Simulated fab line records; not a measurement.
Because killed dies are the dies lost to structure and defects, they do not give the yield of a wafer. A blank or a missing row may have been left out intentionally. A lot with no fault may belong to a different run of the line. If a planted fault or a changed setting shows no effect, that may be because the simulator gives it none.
Comparing a struck lot with a sound one    flow nand harc    17 out of 1159 route steps
Sound: these wafers, L422.1, L422.2, L422.3. Struck: wafers L432.1, L432.3, L432.6. The cause is given at the end.
Per side, at each step with rows, come the tool, then ch with its chambers, and then its first start. Under that, the readings that differ: sound wafers    struck wafers    difference of the means    sigmas: that difference in standard deviations of wafers without a fault.
alike: readings whose means differ by less than 2 such deviations, and words and numbers that are the same on both sides. not compared: withheld readings, readings that some wafer has no value for, bounds like >300 that may hide the same value, and numbers for which the record gives no deviation and whose values overlap.
The two part at a step that has a row with sigmas, a row that says differs or no value, or rows on one side only. Numbers that have no deviation but don't overlap get no sigmas and don't part them. A reading missing from all wafers of one side parts the sides only when that side holds two or more wafers.

first, 1 step without rows for these wafers: NHARC_A_WL_FILL_ANNEAL_08 (time 1800 s).
NHARC_A_WL_FILL_ALD_10: deposits SiO2, target thk 50 nm, pulse time 10 s, ald cycles 500.
  sound on ald hk-04 ch 1,2,3, day 17 07:00; struck on ald hk-03 ch 1,2,3, day 20 11:12
  alike: heater power w, precursor pulse height rel
then, 1 step without rows for these wafers: NHARC_A_WL_FILL_ETCHBACK_16 (etches the open film in C4F8/O2/Ar, target depth 88 nm, time 17.6 s).
NHARC_A_WL_FILL_STRIP_29: strips in O2, time 20 s.
  sound on rie diel-11 ch 0,1,3, day 17 11:43; struck on rie diel-11 ch 0,2,3, day 20 14:54
  alike: drypump motor current A, oes product au, rf vpp V, showerhead plenum p Torr, throttle valve pct
  not compared: rf hours counter h
NHARC_A_WL_FILL_ETCHBACK_17: etches the open film in Cl2/BCl3, target depth 4 nm, time 26.7 s.
  sound on rie metal-01 ch 0,1, day 17 11:48; struck on rie metal-03 ch 0, day 20 14:59
  alike: drypump motor current A, oes product au
  not compared: rf hours counter h
then, 3 steps without rows for these wafers: NHARC_A_WL_FILL_PRECLEAN_18 (cleans in dHF, time 30 s); NHARC_A_WL_FILL_SRD_21; NHARC_A_WL_FILL_CVD_23 (deposits poly-Si, target thk 40 nm, time 800 s).
NHARC_A_WL_FILL_ETCHBACK_26: etches the open film in HBr, target depth 52 nm, time 13.3 s.
  sound on rie si-05 ch 0,2,3, day 17 14:45; struck on rie si-02 ch 0,2, day 20 20:01
  alike: drypump motor current A, oes product au, throttle valve pct
  not compared: rf hours counter h
then, 2 steps without rows for these wafers: NHARC_A_WL_FILL_PRECLEAN_30 (cleans in dHF, time 10 s); NHARC_A_WL_FILL_SRD_14.
NHARC_A_WL_FILL_ALD_19: deposits TiN, target thk 2 nm, pulse time 3 s, ald cycles 100.
  sound on ald metal-04 ch 0,1,3, day 17 15:01; struck on ald metal-04 ch 0,2, day 20 20:18
  alike: heater power w, precursor pulse height rel
then, 3 steps without rows for these wafers: NHARC_A_WL_FILL_CVD_20 (deposits W, target thk 75 nm, time 5064 s); NHARC_A_WL_FILL_CMP_12 (polishes, t overpolish 30 s, target thk 75 nm); NHARC_A_WL_FILL_SRD_31.
NHARC_A_CONTACT_DEP_24: deposits SiO2, target thk 500 nm.
  sound on pecvd-01 ch 0,1,2, day 17 20:49; struck on pecvd-04 ch 1,2, day 21 07:54
reading  sound  struck                                                                      difference                    sigmas
hold     - - -  await dispo/2.4h/release await dispo/2.4h/release await dispo/2.4h/release  no value on the sound wafers  
  alike: heater power w, throttle valve pct
-- the record jumps here: 4 days lie between the struck wafers' starts before and after (it left off in module A_CONTACT and takes up again in module END, whose first step shown is number 1159 of the route) --
NHARC_END_SORT_01:
  only the struck wafers appear in the record here, on prober-02 ch 0 at day 25 12:52; the sound ones have no rows

## WHERE THEY PART
At NHARC_A_CONTACT_DEP_24 first; at NHARC_END_SORT_01 last (within this record only).

WHY: what the simulator had put in
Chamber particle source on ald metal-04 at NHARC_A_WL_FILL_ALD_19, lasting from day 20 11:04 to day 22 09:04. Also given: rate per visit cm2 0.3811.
